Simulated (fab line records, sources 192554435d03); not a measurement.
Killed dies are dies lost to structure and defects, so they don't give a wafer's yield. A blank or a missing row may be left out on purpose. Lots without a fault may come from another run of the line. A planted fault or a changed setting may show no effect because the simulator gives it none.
Chamber matching | flow n5_finfet | N5_BEOL_M5_ETCH_62 on rie_diel-05: 4 sister chambers
The step etches SOC in N2/H2, target depth 75 nm, overetch 15 nm, time 112.5 s. 14 wafers are shown with their chamber, then 7 later ones without.

WAFERS WITH THEIR CHAMBER
wafer  | chamber | throttle_valve_pct (%) | drypump_motor_current_A (A) | showerhead_plenum_p_Torr (Torr)
L078.2 | 3       | 17.35                  | 5.8                         | 2.71
L078.4 | 2       | 18.11                  | 5.1                         | 2.57
L078.5 | 1       | 17.74                  | 5.6                         | 2.64
L080.1 | 1       | 17.75                  | 5.6                         | 2.64
L080.2 | 3       | 17.35                  | 5.7                         | 2.71
L080.6 | 3       | 17.33                  | 5.7                         | 2.71
L082.2 | 2       | 18.15                  | 5.1                         | 2.57
L082.3 | 1       | 17.77                  | 5.6                         | 2.63
L082.4 | 3       | 17.36                  | 5.7                         | 2.71
L088.2 | 0       | 18.23                  | 5.9                         | 2.62
L088.4 | 1       | 17.78                  | 5.6                         | 2.63
L088.6 | 3       | 17.36                  | 5.7                         | 2.70
L086.1 | 3       | 17.36                  | 5.8                         | 2.70
L086.4 | 2       | 18.17                  | 5.1                         | 2.56

SIGNATURES (means of the wafers above)
reading                  | chamber 0 | chamber 1 | chamber 2 | chamber 3 | scatter within a chamber
throttle_valve_pct       | 18.2300   | 17.7600   | 18.1433   | 17.3517   | 0.0188
drypump_motor_current_A  | 5.900     | 5.600     | 5.100     | 5.733     | 0.0365
showerhead_plenum_p_Torr | 2.6200    | 2.6350    | 2.5667    | 2.7067    | 0.00548
Rule: a wafer's distance from a chamber is the root of the sum, over the readings, of the square of ((its reading less the chamber's mean) divided by the reading's scatter). The wafer belongs to the nearest chamber; if the next one is less than 2 further off, it can't be placed. The scatter: the root of (the sum of the squares of (reading less its chamber's mean) over the shown wafers, divided by (wafers less chambers)).

WAFERS WITHOUT THEIR CHAMBER
wafer  | throttle_valve_pct (%) | drypump_motor_current_A (A) | showerhead_plenum_p_Torr (Torr)
L086.5 | 18.16                  | 5.1                         | 2.56
L090.2 | 18.17                  | 5.1                         | 2.56
L090.3 | 18.23                  | 5.9                         | 2.62
L090.4 | 17.80                  | 5.6                         | 2.63
L095.2 | 17.82                  | 5.5                         | 2.63
L095.3 | 17.39                  | 5.8                         | 2.70
L095.6 | 18.19                  | 5.1                         | 2.56

WHICH CHAMBER EACH WENT THROUGH
wafer  | from the rows above | in truth
L086.5 | 2                   | 2
L090.2 | 2                   | 2
L090.3 | 0                   | 0
L090.4 | 1                   | 1
L095.2 | 1                   | 1
L095.3 | 3                   | 3
L095.6 | 2                   | 2
Placed correctly: 7 of 7. Can't be placed from these rows: 0. Placed wrongly: 0.
